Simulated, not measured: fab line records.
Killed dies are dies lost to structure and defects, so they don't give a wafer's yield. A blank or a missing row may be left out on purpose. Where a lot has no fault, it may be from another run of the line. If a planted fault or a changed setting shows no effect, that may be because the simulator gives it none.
The tool behind it: which one? ; flow nand-harc ; 11 lots, 33 wafers sampled, at 6 steps of a route of 1302

== WHAT THE GAUGES READ, wafer by wafer ==
NHARC_P_GATE_CD_MEAS_46: target cd 720 nm. Usual: 719.4 nm for cd-nm, sd 1.5.
lot;measured;on;cd-nm (nm);flag
L843;day 6 14:05;cd-sem-03;- - -;OFF
L845;day 7 12:04;cd-sem-02;720.3 719.8 719.7;
L852;day 10 07:41;cd-sem-01;720.6 718.0 722.2;
L853;day 10 20:14;cd-sem-02;721.5 719.7 720.6;
L854;day 11 21:19;cd-sem-03;720.0 721.1 721.5;
L856;day 12 07:55;cd-sem-01;721.1 718.6 720.7;
L857;day 12 10:56;cd-sem-01;718.2 720.4 717.8;
L858;day 13 01:47;cd-sem-02;717.1 719.0 719.6;
L860;day 13 18:04;cd-sem-01;719.6 716.6 719.2;
L861;day 14 10:50;cd-sem-03;718.2 719.1 721.9;
L863;day 14 22:31;cd-sem-02;720.1 721.0 718.3;

NHARC_END_SORT_01. Usual: killed-at-array 62, standard deviation 15; killed-at-other 0.8, standard deviation 1; killed-at-periphery 3.7, standard deviation 2.6; killed-dies 66, standard deviation 15; killed-open 3.1, standard deviation 1.8; killed-short 2.6, standard deviation 1.7.
lot;measured;on;killed-at-array;killed-at-other;killed-at-periphery;killed-dies;killed-open;killed-short;flag
L843;day 26 01:07;prober-02;48 48 40;0 0 0;629 629 637;677 677 677;6 0 0;2 1 1;OFF

== WHAT TOOL EACH LOT RAN ON (gives the tool, then ch and the chambers of the sampled wafers, and finally the start) ==
lot;NHARC_P_STI_CMP_21;NHARC_P_GATE_ETCH_114;NHARC_P_GATE_EXPOSE_43;NHARC_P_GATE_DESCUM_93
L843;cmp-02 ch 2,3, day 4 20:16;rie-diel-09 ch 0,1,3, day 6 13:56 or earlier;krf-scanner-01 ch 0, day 6 13:56;rie-diel-09 ch 0,1,3, day 6 17:32
L845;cmp-02 ch 0,1,3, day 5 15:18;rie-diel-13 ch 1,2,3, day 7 11:54 or earlier;krf-scanner-01 ch 0, day 7 11:54;rie-diel-02 ch 1,2,3, day 7 15:47
L852;cmp-04 ch 1,2,3, day 8 13:38;rie-diel-09 ch 1,2, day 10 07:32 or earlier;krf-scanner-01 ch 0, day 10 07:32;rie-diel-02 ch 0,2, day 10 11:19
L853;cmp-02 ch 0,3, day 9 00:52;rie-diel-13 ch 2,3, day 10 20:05 or earlier;krf-scanner-04 ch 0, day 10 20:05;rie-diel-13 ch 0,1,2, day 10 23:50
L854;cmp-03 ch 0,2, day 9 18:08;rie-diel-13 ch 2,3, day 11 21:09 or earlier;krf-scanner-03 ch 0, day 11 21:09;rie-diel-02 ch 1,3, day 12 00:49
L856;cmp-04 ch 1,2, day 10 07:38;rie-diel-02 ch 0,1,2, day 12 07:45 or earlier;krf-scanner-03 ch 0, day 12 07:45;rie-diel-09 ch 1,2, day 12 11:23
L857;cmp-02 ch 0,1,2, day 10 14:56;rie-diel-13 ch 0,1,3, day 12 10:46 or earlier;krf-scanner-01 ch 0, day 12 10:46;rie-diel-13 ch 0,1,2, day 12 14:26
L858;cmp-03 ch 0,1,3, day 11 06:11;rie-diel-02 ch 0,2,3, day 13 01:37 or earlier;krf-scanner-03 ch 0, day 13 01:37;rie-diel-09 ch 2,3, day 13 05:19
L860;cmp-04 ch 0,1, day 11 18:55;rie-diel-02 ch 0,1,3, day 13 17:55 or earlier;krf-scanner-01 ch 0, day 13 17:55;rie-diel-02 ch 1,2,3, day 13 21:44
L861;cmp-04 ch 0,1, day 12 13:42;rie-diel-09 ch 0,3, day 14 10:41 or earlier;krf-scanner-04 ch 0, day 14 10:41;rie-diel-13 ch 0,1,2, day 14 14:22
L863;cmp-02 ch 0,1,2, day 13 03:08;rie-diel-02 ch 1,3, day 14 22:22 or earlier;krf-scanner-03 ch 0, day 14 22:22;rie-diel-02 ch 2,3, day 15 01:53
- NHARC_P_STI_CMP_21: polishes, t overpolish 20 s, target thk 380.67 nm.
- NHARC_P_GATE_ETCH_114: etches the open film in CF4/O2, target depth 30 nm, overetch 3 nm, time 16.5 s.
- NHARC_P_GATE_EXPOSE_43: exposes mask P NSD, target cd 720 nm.
- NHARC_P_GATE_DESCUM_93: chemistry O2, time 3 s.

== AS READ BY THE TOOLS THEMSELVES (means over the sampled wafers that have a number; for cases with no such wafer, the mark the record gives instead) ==
NHARC_P_STI_CMP_21. Usual: motor-current-A 11.5 A, standard deviation 1.1; overpolish-run-s 20.001 s, standard deviation 0.0088; slurry-filter-dp-kPa 13.52 kPa, standard deviation 0.13.
lot;tool;motor-current-A (A);overpolish-run-s (s);slurry-filter-dp-kPa (kPa);flag
L843;cmp-02;12.7;19.998;13.61;
L845;cmp-02;11.5;20.004;13.47;
L852;cmp-04;12.1;20.003;13.61;
L853;cmp-02;11.3;20.000;13.55;
L854;cmp-03;12.5;20.001;13.51;
L856;cmp-04;12.2;20.002;13.46;
L857;cmp-02;11.0;19.998;13.68;
L858;cmp-03;11.4;20.006;13.50;
L860;cmp-04;11.1;20.003;13.48;
L861;cmp-04;11.2;19.997;13.50;
L863;cmp-02;11.0;20.000;13.47;

NHARC_P_GATE_ETCH_114. Usual: chamber-pressure-mTorr 30.001 mTorr, standard deviation 0.028; drypump-motor-current-A 5.8 A, standard deviation 0.53; oes_f_703_au 1.001 a.u., standard deviation 0.0047; oes-product-au 0.996 a.u., standard deviation 0.01; rf-vpp-V 198.0 V, standard deviation 1.3; showerhead-plenum-p-Torr 1.34 Torr, standard deviation 0.053; throttle-valve-pct 13.397 %, standard deviation 0.0099.
lot;tool;chamber-pressure-mTorr (mTorr);drypump-motor-current-A (A);oes_f_703_au (a.u.);oes-product-au (a.u.);rf-vpp-V (V);showerhead-plenum-p-Torr (Torr);throttle-valve-pct (%);flag
L843;rie-diel-09;29.999;6.2;0.996;1.000;197.9;1.32;13.398;
L845;rie-diel-13;29.970;5.4;1.001;0.998;198.3;1.39;13.405;
L852;rie-diel-09;30.004;6.2;1.005;0.998;198.9;1.37;13.390;
L853;rie-diel-13;29.971;5.2;1.002;0.994;198.9;1.38;13.392;
L854;rie-diel-13;29.984;5.4;1.001;1.004;199.2;1.39;13.389;
L856;rie-diel-02;29.985;5.9;1.002;0.992;198.4;1.33;13.400;
L857;rie-diel-13;29.971;5.6;0.999;0.991;198.0;1.36;13.382;
L858;rie-diel-02;30.002;6.1;0.996;0.986;197.6;1.32;13.406;
L860;rie-diel-02;29.996;5.7;1.000;0.982;196.1;1.28;13.407;
L861;rie-diel-09;30.006;6.4;1.002;0.987;196.9;1.28;13.404;
L863;rie-diel-02;29.984;5.3;0.998;0.984;197.6;1.28;13.397;

NHARC_P_GATE_EXPOSE_43. Usual: 0.0 nm for focus-offset-nm, sd 0.44.
lot;tool;focus-offset-nm (nm);flag
L843;krf-scanner-01;-0.1;
L845;krf-scanner-01;0.5;
L852;krf-scanner-01;-0.3;
L853;krf-scanner-04;-0.1;
L854;krf-scanner-03;-0.2;
L856;krf-scanner-03;-0.4;
L857;krf-scanner-01;0.1;
L858;krf-scanner-03;-0.1;
L860;krf-scanner-01;0.3;
L861;krf-scanner-04;0.2;
L863;krf-scanner-03;-0.3;

NHARC_P_GATE_DESCUM_93. Usual: chamber-pressure-mTorr 59.99 mTorr, standard deviation 0.056; drypump-motor-current-A 5.8 A, standard deviation 0.53; oes-product-au 0.995 a.u., standard deviation 0.0091; rf-vpp-V 57.7 V, standard deviation 0.98; showerhead-plenum-p-Torr 1.92 Torr, standard deviation 0.077; throttle-valve-pct 11.311 %, standard deviation 0.0087.
lot;tool;chamber-pressure-mTorr (mTorr);drypump-motor-current-A (A);oes-product-au (a.u.);rf-vpp-V (V);showerhead-plenum-p-Torr (Torr);throttle-valve-pct (%);flag
L843;rie-diel-09;59.98;6.3;1.001;57.5;1.88;11.312;
L845;rie-diel-02;59.99;5.5;0.995;57.6;1.91;11.310;
L852;rie-diel-02;59.97;6.5;0.984;58.4;1.91;11.310;
L853;rie-diel-13;60.01;5.7;0.996;57.4;1.95;11.312;
L854;rie-diel-02;60.00;5.3;0.991;57.1;1.83;11.307;
L856;rie-diel-09;60.01;6.2;0.993;58.4;1.95;11.309;
L857;rie-diel-13;60.04;5.7;1.004;57.5;1.95;11.312;
L858;rie-diel-09;59.93;6.2;0.995;57.7;1.91;11.310;
L860;rie-diel-02;60.02;5.5;0.995;57.9;1.91;11.311;
L861;rie-diel-13;60.00;5.7;1.005;57.3;1.95;11.308;
L863;rie-diel-02;59.98;6.0;0.988;57.8;1.97;11.303;

== THE ANSWER, worked out from the rows above alone ==
Rule: a lot is off if the mean of its wafers that have a number lies more than 3 standard deviations from the usual mean. A lot without any number at a reading at which 4 lots or more have one is off too. Where the step has rows for the other lots, those lots are counted as sound. After the gauges, taken in route order, come the tools' own readings; for these a lot's mean is taken, as printed above. The first step at which some lot is off is used, and at that step the reading that is off furthest; a lot without a number counts as furthest.
Off, at NHARC_P_GATE_CD_MEAS_46 on cd-nm: L843. Without a number there: L843.
A tool fits if, at a process step before that reading, it ran every lot that is off, and no sound lot after the first of them. Not tried: the gauges at NHARC_P_GATE_CD_MEAS_46; whatever is off there is also off at NHARC_END_SORT_01, on other tools, and gauge error can't account for it. NHARC_P_GATE_ETCH_114 gives no start for some lots, so the hours and the order of its lots are those of NHARC_P_GATE_EXPOSE_43. Not one of the candidates tried fits.

== WHAT THE SIMULATOR HAD INSERTED ==
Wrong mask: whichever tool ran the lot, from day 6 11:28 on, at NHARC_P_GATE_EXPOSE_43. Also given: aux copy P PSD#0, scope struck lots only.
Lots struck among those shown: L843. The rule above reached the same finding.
